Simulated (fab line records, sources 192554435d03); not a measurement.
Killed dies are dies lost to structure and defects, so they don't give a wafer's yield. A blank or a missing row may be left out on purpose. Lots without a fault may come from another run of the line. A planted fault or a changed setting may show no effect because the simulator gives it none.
Split-lot experiment | flow n5_finfet | 7 lots, 21 wafers read, on a route of 1938 steps

THE SPLIT
At N5_SD_EPI_N_COAT_03 (resist thk 150 nm), the setting spin_rpm was moved away from the recipe's 1500 rpm on 7 of the 21 wafers read, by -7.3% to +5.8%. The other wafers ran this setting at the recipe's value.

FROM THE SPLIT TO THE READING: what the file shows between them, 6 steps
- N5_SD_EPI_N_EBR_05
- N5_SD_EPI_N_SOFTBAKE_04: time 60 s
- N5_SD_EPI_N_EXPOSE_06: exposes mask SD N BLK, target cd 120 nm
- N5_SD_EPI_N_PEB_07: peb time 60 s
- N5_SD_EPI_N_DEVELOP_08: develop time 30 s
- N5_SD_EPI_N_DESCUM_14: chemistry O2, time 7.9 s

THE READING
CAR-ArF-block_of_SD_EPI_N_COAT_03.thk_nm (the simulator's own value, which no gauge read), in nm, at N5_SD_EPI_N_ETCH_34 (etches SiARC in CF4, target depth 45.5 nm, time 75.8 s). The file gives no usual value for it. The 14 wafers here that ran the recipe average 110.4 nm, standard deviation 0.99 nm.

wafer  | tool, chamber at the split | spin_rpm as run, rpm | against the recipe | CAR-ArF-block_of_SD_EPI_N_COAT_03.thk_nm, nm | against lot-mates on the recipe
L078.1 | litho_track-01, 0          | 1500                 | recipe             | 109.2                                        | -
L078.2 | litho_track-01, 0          | 1500                 | recipe             | 109.2                                        | -
L078.3 | litho_track-01, 0          | 1500                 | recipe             | 110.6                                        | -
L081.2 | litho_track-02, 0          | 1546                 | +3.1%              | 106.4                                        | -2.4
L081.4 | litho_track-02, 0          | 1500                 | recipe             | 108.8                                        | -
L081.5 | litho_track-02, 0          | 1500                 | recipe             | 108.8                                        | -
L082.1 | litho_track-01, 0          | 1500                 | recipe             | 110.6                                        | -
L082.5 | litho_track-01, 0          | 1500                 | recipe             | 110.6                                        | -
L082.6 | litho_track-01, 0          | 1500                 | recipe             | 111.4                                        | -
L087.1 | litho_track-02, 0          | 1500                 | recipe             | 111.4                                        | -
L087.3 | litho_track-02, 0          | 1587                 | +5.8%              | 108.6                                        | -2.8
L087.4 | litho_track-02, 0          | 1587                 | +5.8%              | 108.4                                        | -3.0
L088.1 | litho_track-04, 0          | 1407                 | -6.2%              | 117.8                                        | no lot-mate on the recipe
L088.4 | litho_track-04, 0          | 1407                 | -6.2%              | 115.8                                        | no lot-mate on the recipe
L088.6 | litho_track-04, 0          | 1407                 | -6.2%              | 117.2                                        | no lot-mate on the recipe
L090.2 | litho_track-02, 0          | 1391                 | -7.3%              | 117.6                                        | +6.0
L090.4 | litho_track-02, 0          | 1500                 | recipe             | 112                                          | -
L090.5 | litho_track-02, 0          | 1500                 | recipe             | 111.2                                        | -
L097.1 | litho_track-04, 0          | 1500                 | recipe             | 110.6                                        | -
L097.5 | litho_track-04, 0          | 1500                 | recipe             | 111                                          | -
L097.6 | litho_track-04, 0          | 1500                 | recipe             | 110.8                                        | -

THE FIT
A straight line over all 21 wafers: CAR-ArF-block_of_SD_EPI_N_COAT_03.thk_nm changes by -0.828 nm for each +1% of spin_rpm; r = -0.90; the points scatter about the line by 1.4 nm.
The same after taking each lot's own level away (the mean of its wafers on the recipe; 18 wafers): -0.662 nm for each +1%; r = -0.96; scatter 0.56 nm.
On that fit, the largest move of spin_rpm shifts the reading by 4.8 nm.
The lots' own levels span 108.80 to 111.60 nm, that is 2.8 times the standard deviation above.
So the lot-to-lot level changes the slope: the two fits differ.
Check: with one of the wafers moved furthest among these (-7.3%) left out of the fit, the line predicts +3.82 nm for it against its lot-mates. It came out at +6 nm against them.

OTHER SPLITS ON THESE WAFERS
These wafers also went through other splits before the reading. Each is held against what the fit with the lots' levels taken away leaves over:
other split on the same wafers        | wafers away from the commonest value | r with CAR-ArF-block_of_SD_EPI_N_COAT_03.thk_nm (lot level and that fit taken away)
N5_FIN_SAQP_EXPOSE_13 dose_mj         | 11                                   | -0.13
N5_FIN_SAQP_DEVELOP_15 develop_time_s | 5                                    | +0.19
N5_FIN_CUT_COAT_02 spin_rpm           | 7                                    | -0.35
N5_DUMMY_GATE_PECVD_30 time_s         | 5                                    | -0.19
N5_DUMMY_GATE_EXPOSE_12 dose_mj       | 5                                    | -0.50
N5_SD_EPI_N_COAT_33 spin_rpm          | 12                                   | +0.72

THE WHOLE CHAIN: every reading that the file lists as answering this split, in the file's order
step                   | what it does                                           | reading                                                                                   | change (the file's fit)               | r (the file's)
N5_SD_EPI_N_COAT_03    | resist thk 150 nm                                      | CAR-ArF-block_of_SD_EPI_N_COAT_03.thk_nm (the simulator's own value, which no gauge read) | -0.754 nm for each +1% of the setting | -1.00
N5_SD_EPI_N_DEVELOP_08 | develop time 30 s                                      | CAR-ArF-block_of_SD_EPI_N_COAT_03.thk_nm (the simulator's own value, which no gauge read) | -0.743 nm for each +1% of the setting | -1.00
N5_SD_EPI_N_DESCUM_14  | chemistry O2, time 7.9 s                               | CAR-ArF-block_of_SD_EPI_N_COAT_03.thk_nm (the simulator's own value, which no gauge read) | -0.77 nm for each +1% of the setting  | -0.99
N5_SD_EPI_N_ETCH_34    | etches SiARC in CF4, target depth 45.5 nm, time 75.8 s | CAR-ArF-block_of_SD_EPI_N_COAT_03.thk_nm (the simulator's own value, which no gauge read) | -0.707 nm for each +1% of the setting | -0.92

THE FILE'S OWN FIT
CAR-ArF-block_of_SD_EPI_N_COAT_03.thk_nm changes by -0.707 nm for each +1% of spin_rpm, r = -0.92.
